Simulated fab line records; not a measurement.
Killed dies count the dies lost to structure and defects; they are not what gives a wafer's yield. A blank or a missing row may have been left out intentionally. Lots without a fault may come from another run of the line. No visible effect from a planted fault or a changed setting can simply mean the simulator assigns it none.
Matching of chambers | flow nand harc | 4 sister chambers for NHARC_A_STAIRCASE_TRIM_220 on rie diel-02
The step chemistry O2, time 211.2 s. 8 wafers are shown with their chamber, then 8 later ones without.

## EACH WAFER AND ITS CHAMBER
wafer  | chamber | drypump motor current A (A) | showerhead plenum p Torr (Torr)
L082.5 | 0       | 5.1                         | 3.55
L088.1 | 0       | 5.1                         | 3.54
L088.3 | 1       | 6.3                         | 3.59
L088.4 | 3       | 5.2                         | 3.45
L091.1 | 3       | 5.2                         | 3.44
L091.3 | 1       | 6.3                         | 3.58
L091.4 | 2       | 6.3                         | 3.47
L092.1 | 2       | 6.4                         | 3.46

## WAFERS WHOSE CHAMBER IS MISSING
wafer  | drypump motor current A (A) | showerhead plenum p Torr (Torr)
L092.4 | 6.4                         | 3.46
L092.6 | 6.4                         | 3.58
L093.2 | 5.2                         | 3.53
L093.4 | 6.3                         | 3.46
L093.6 | 5.1                         | 3.53
L095.2 | 5.1                         | 3.53
L095.4 | 6.4                         | 3.57
L095.6 | 5.1                         | 3.53

## WHICH CHAMBER EACH WENT THROUGH
wafer  | from the rows above | in truth
L092.4 | 2                   | 2
L092.6 | 1                   | 1
L093.2 | 0                   | 0
L093.4 | 2                   | 2
L093.6 | 0                   | 0
L095.2 | 0                   | 0
L095.4 | 1                   | 1
L095.6 | 0                   | 0
Correctly placed: 8 of 8. From these rows, 0 cannot be placed. Wrongly placed: 0.
How it was worked out, from the rows above alone: a wafer's distance from a chamber is the root of the sum, over the readings, of the square of ((its reading less the chamber's mean) divided by the reading's scatter). If the next closest chamber is less than 2 further off than the closest, the wafer can't be placed; otherwise it belongs to the closest. A chamber's mean is the mean of its shown wafers. How the scatter is found: for the shown wafers, subtract from each reading the mean of its chamber, square and add these, divide the total by (wafers less chambers), then take the root.
